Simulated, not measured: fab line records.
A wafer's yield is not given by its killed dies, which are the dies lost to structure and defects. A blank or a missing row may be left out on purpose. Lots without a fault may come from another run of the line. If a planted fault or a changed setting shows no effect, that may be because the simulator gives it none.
Chamber matching	flow n5 finfet	4 sister chambers for N5_BEOL_M5_STRIP_64 on rie diel-02
The step strips in CF4. 4 wafers are shown with their chamber, then 10 later ones without.

== WAFERS WITH THEIR CHAMBER ==
wafer	chamber	showerhead plenum p Torr (Torr)
L078.4	1	1.73
L083.3	2	1.86
L087.1	3	1.77
L087.3	0	1.76

== WAFERS WITH NO CHAMBER GIVEN ==
wafer	showerhead plenum p Torr (Torr)
L087.5	1.73
L090.2	1.77
L090.3	1.76
L090.4	1.86
L095.1	1.76
L095.4	1.72
L095.5	1.76
L096.1	1.85
L096.2	1.72
L096.6	1.76

== EACH ONE'S CHAMBER ==
wafer	from the rows above	in truth
L087.5	1	1
L090.2	can't be placed: 3 or 0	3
L090.3	can't be placed: 0 or 3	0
L090.4	2	2
L095.1	can't be placed: 0 or 3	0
L095.4	1	1
L095.5	can't be placed: 0 or 3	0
L096.1	2	2
L096.2	1	1
L096.6	can't be placed: 0 or 3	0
Placed correctly: 5 of 10. From these rows, 5 cannot be placed; in 5 the true chamber is one of the candidates. Number placed wrongly: 0.
How it was worked out, from the rows above alone: a wafer's distance from a chamber is the root of the sum, over the readings, of the square of ((its reading less the chamber's mean) divided by the reading's scatter). If the next closest chamber is less than 2 further off than the closest, the wafer can't be placed; otherwise it belongs to the closest. Each chamber's mean is taken over the wafers shown for it. The scatter (one wafer shown for each chamber): square how far every hidden wafer sits from the nearest shown wafer, average those squares and take the square root.
